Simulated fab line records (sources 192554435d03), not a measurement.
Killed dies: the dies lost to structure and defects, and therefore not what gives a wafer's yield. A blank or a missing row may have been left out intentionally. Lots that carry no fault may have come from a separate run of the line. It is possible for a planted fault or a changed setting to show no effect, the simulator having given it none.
Which of the tools did it? + flow n5Finfet + Sampling: 10 lots, 30 wafers, 5 of 1938 route steps

WHAT THE GAUGES READ, wafer by wafer
N5_PMOS_HMC_CHANNEL_EPI_INSPECT_30: inspects for defects (darkfield).
| lot  | measured    | on               | rawDefectCount |
|------|-------------|------------------|----------------|
| L913 | day 1 20:07 | defectInspect-02 | 42 20 17       |
| L915 | day 2 09:19 | defectInspect-01 | 11 11 9        |
| L918 | day 3 03:08 | defectInspect-02 | 15 16 19       |
| L928 | day 5 14:52 | defectInspect-01 | 17 30 15       |
| L929 | day 5 20:07 | defectInspect-01 | 17 16 34       |
| L932 | day 6 15:01 | defectInspect-01 | 19 8 15        |
| L933 | day 6 21:08 | defectInspect-01 | 20 14 23       |
| L934 | day 7 02:20 | defectInspect-02 | 9 16 12        |
| L935 | day 7 09:02 | defectInspect-02 | 22 26 15       |
| L936 | day 7 15:22 | defectInspect-02 | 21 27 27       |

N5_FIN_SAQP_CD_MEAS_27: the cd target is 20 nm.
| lot  | measured    | on       | cdNm (nm)         |
|------|-------------|----------|-------------------|
| L913 | day 1 23:41 | cdSem-01 | 20.79 20.42 20.62 |
| L915 | day 2 13:23 | cdSem-02 | 20.08 20.16 20.13 |
| L918 | day 3 07:26 | cdSem-03 | 20.19 20.51 20.38 |
| L928 | day 5 18:25 | cdSem-01 | 20.45 20.30 20.29 |
| L929 | day 5 23:42 | cdSem-02 | 20.15 20.32 20.25 |
| L932 | day 6 18:37 | cdSem-02 | 20.16 20.04 20.12 |
| L933 | day 7 01:02 | cdSem-02 | 20.44 20.14 20.23 |
| L934 | day 7 06:39 | cdSem-03 | 20.36 20.45 19.80 |
| L935 | day 7 12:35 | cdSem-01 | 20.55 20.15 20.22 |
| L936 | day 7 19:26 | cdSem-02 | 19.88 20.55 20.32 |

N5_BEOL_M4_RC_MEAS_101.
| lot  | measured     | on        | DIBL_N (mV/V)  | DIBL_P (mV/V)  | IOFF_N (nA/um) | IOFF_P (nA/um) | ION_N (uA/um) | ION_P (uA/um) | SS_N (mV/dec)  | SS_P (mV/dec)  | VT_N (mV)   | VT_P (mV)      |
|------|--------------|-----------|----------------|----------------|----------------|----------------|---------------|---------------|----------------|----------------|-------------|----------------|
| L913 | day 7 23:18  | prober-02 | 40.3 37.1 43.8 | 40.9 35.4 44.8 | 0.23 0.15 0.36 | 0.31 0.21 0.42 | 680 676 712   | 471 464 478   | 72.2 71.3 73.7 | 74.8 73.7 76.2 | 243 251 240 | -246 -251 -243 |
| L915 | day 8 05:23  | prober-02 | 39.7 36.8 33.8 | 40.0 37.0 34.2 | 0.23 0.16 0.13 | 0.29 0.21 0.18 | 673 670 662   | 460 462 458   | 72.5 71.8 71.0 | 74.6 74.2 72.5 | 247 250 250 | -249 -252 -252 |
| L918 | day 9 09:13  | prober-01 | 36.5 34.8 40.1 | 38.2 36.0 43.2 | 0.19 0.14 0.28 | 0.25 0.21 0.37 | 691 653 701   | 469 455 483   | 72.1 71.9 72.7 | 73.1 71.4 74.5 | 246 251 242 | -247 -248 -242 |
| L928 | day 12 11:37 | prober-01 | 36.8 39.9 36.6 | 37.9 41.1 36.6 | 0.16 0.19 0.16 | 0.22 0.27 0.19 | 677 679 673   | 459 466 457   | 71.4 72.4 71.0 | 72.9 74.2 73.1 | 249 248 248 | -250 -249 -252 |
| L929 | day 12 21:28 | prober-01 | 39.3 41.2 36.0 | 41.4 44.0 36.5 | 0.23 0.28 0.16 | 0.26 0.32 0.19 | 687 704 681   | 465 470 456   | 72.8 73.7 71.7 | 74.4 75.4 73.3 | 246 241 248 | -248 -245 -253 |
| L932 | day 13 00:56 | prober-02 | 36.2 37.1 35.3 | 33.2 35.2 33.1 | 0.15 0.17 0.13 | 0.18 0.21 0.18 | 670 676 677   | 456 454 466   | 71.6 71.7 70.6 | 72.5 72.8 73.1 | 253 250 252 | -253 -253 -250 |
| L933 | day 13 14:05 | prober-01 | 38.3 36.8 37.2 | 39.4 38.0 38.0 | 0.20 0.17 0.18 | 0.24 0.21 0.22 | 673 671 666   | 456 455 455   | 71.8 72.3 71.8 | 73.6 72.9 73.7 | 247 250 248 | -251 -252 -250 |
| L934 | day 13 20:28 | prober-01 | 37.8 38.4 40.4 | 36.6 36.6 38.7 | 0.16 0.16 0.22 | 0.20 0.21 0.24 | 677 656 668   | 459 444 451   | 71.3 71.8 72.2 | 73.3 72.9 73.2 | 250 253 247 | -256 -252 -253 |
| L935 | day 14 07:43 | prober-02 | 37.7 40.0 35.8 | 38.9 40.9 37.0 | 0.19 0.24 0.15 | 0.28 0.30 0.23 | 670 696 677   | 460 474 471   | 72.9 73.1 71.6 | 73.9 74.6 73.2 | 249 244 250 | -247 -245 -248 |
| L936 | day 14 06:08 | prober-01 | 37.3 37.0 33.1 | 38.5 38.7 34.3 | 0.16 0.17 0.10 | 0.18 0.18 0.13 | 675 675 656   | 450 449 445   | 72.0 71.9 70.3 | 74.2 73.9 72.1 | 252 251 256 | -257 -256 -258 |

TOOL THAT RAN EACH LOT (tool first, then ch and the chambers of the sampled wafers, then the start)
| lot  | N5_FIN_SAQP_PECVD_06           | N5_FIN_SAQP_MANDREL_ETCH_22    |
|------|--------------------------------|--------------------------------|
| L913 | pecvd-02 ch 0,1,2, day 1 21:02 | rieSi-04 ch 1,2, day 1 21:57   |
| L915 | pecvd-03 ch 0,1,2, day 2 10:10 | rieSi-03 ch 0,2,3, day 2 11:25 |
| L918 | pecvd-03 ch 0,1,2, day 3 04:01 | rieSi-03 ch 0,2,3, day 3 05:31 |
| L928 | pecvd-01 ch 0,1,2, day 5 15:44 | rieSi-04 ch 0,1, day 5 16:34   |
| L929 | pecvd-03 ch 0,1, day 5 20:55   | rieSi-04 ch 0,2,3, day 5 21:52 |
| L932 | pecvd-02 ch 1,2, day 6 15:46   | rieSi-03 ch 0,1,3, day 6 16:43 |
| L933 | pecvd-02 ch 0,2, day 6 22:20   | rieSi-03 ch 0,1,3, day 6 23:17 |
| L934 | pecvd-02 ch 0,2, day 7 03:05   | rieSi-05 ch 0,1,3, day 7 04:02 |
| L935 | pecvd-02 ch 0,1, day 7 09:50   | rieSi-03 ch 0,1,2, day 7 10:47 |
| L936 | pecvd-02 ch 0,1,2, day 7 16:39 | rieSi-03 ch 0,1,2, day 7 17:35 |
- N5_FIN_SAQP_PECVD_06: deposits a-Si from SiH4/He, target thk 60 nm, time 48.1 s.
- N5_FIN_SAQP_MANDREL_ETCH_22: etches a-Si in HBr/Cl2, stops on SiNx, target depth 60 nm, bt time 10 s, time 30 s.

WHAT THE TOOLS THEMSELVES READ (means of the sampled wafers that have a number; where no wafer has one, the mark that the record gives instead)
N5_FIN_SAQP_PECVD_06.
| lot  | tool     | heaterPowerW (W) | showerheadPlenumPTorr (Torr) | showerheadVppV (V) | throttleValvePct (%) |
|------|----------|------------------|------------------------------|--------------------|----------------------|
| L913 | pecvd-02 | 902              | 5.69                         | 617                | 18.0                 |
| L915 | pecvd-03 | 850              | 5.65                         | 598                | 18.1                 |
| L918 | pecvd-03 | 852              | 5.65                         | 598                | 18.1                 |
| L928 | pecvd-01 | 868              | 5.63                         | 617                | 19.0                 |
| L929 | pecvd-03 | 809              | 5.68                         | 603                | 18.0                 |
| L932 | pecvd-02 | 931              | 5.66                         | 609                | 18.4                 |
| L933 | pecvd-02 | 970              | 5.67                         | 619                | 17.8                 |
| L934 | pecvd-02 | 854              | 5.72                         | 621                | 17.9                 |
| L935 | pecvd-02 | 924              | 5.69                         | 613                | 18.7                 |
| L936 | pecvd-02 | 895              | 5.69                         | 612                | 18.1                 |

N5_FIN_SAQP_MANDREL_ETCH_22.
| lot  | tool     | drypumpMotorCurrentA (A) | mfcCl2Sccm (sccm) | oesProductAu (a.u.) | throttleValvePct (%) |
|------|----------|--------------------------|-------------------|---------------------|----------------------|
| L913 | rieSi-04 | 5.1                      | 79.51             | 0.772               | 35.8                 |
| L915 | rieSi-03 | 5.6                      | 80.14             | 0.758               | 35.3                 |
| L918 | rieSi-03 | 5.6                      | 76.15             | 0.757               | 35.0                 |
| L928 | rieSi-04 | 6.0                      | 80.02             | 0.774               | 35.4                 |
| L929 | rieSi-04 | 5.2                      | 79.92             | 0.762               | 35.2                 |
| L932 | rieSi-03 | 6.0                      | 79.93             | 0.757               | 35.3                 |
| L933 | rieSi-03 | 6.0                      | 79.92             | 0.770               | 35.2                 |
| L934 | rieSi-05 | 5.4                      | 80.04             | 0.778               | 35.4                 |
| L935 | rieSi-03 | 5.6                      | 79.87             | 0.766               | 35.3                 |
| L936 | rieSi-03 | 5.7                      | 79.97             | 0.770               | 35.3                 |

THE ANSWER, worked out from the rows above alone
Rule: what is usual is taken from the lots themselves. Put in order of their means at a reading, lots are off if they are a third of the lots or fewer, leave a main group of 4 or more, and stand apart from it by a gap of 3 or more times the standard deviation of the main group's means; of several such gaps the widest counts. Not used: any main group whose means are identical at the precision the tables above print for the reading. Also off: a lot with no number at a reading for which 4 or more lots have one. Where the step has rows for the other lots, those lots are counted as sound. First the gauges in route order, then the tools' own readings, where a lot's mean is used as printed above. The first step at which some lot is off is used, and at that step the reading that is off furthest; a lot without a number counts as furthest.
Off: L918 (N5_FIN_SAQP_MANDREL_ETCH_22, mfcCl2Sccm). Mean 79.92 sccm and standard deviation 0.17 in the main group.
If a tool, at that step or one of the process steps before it, ran each lot that is off and ran no sound lot following the first of them, it fits. None of those tried fits.

WHAT THE SIMULATOR HAD INSERTED
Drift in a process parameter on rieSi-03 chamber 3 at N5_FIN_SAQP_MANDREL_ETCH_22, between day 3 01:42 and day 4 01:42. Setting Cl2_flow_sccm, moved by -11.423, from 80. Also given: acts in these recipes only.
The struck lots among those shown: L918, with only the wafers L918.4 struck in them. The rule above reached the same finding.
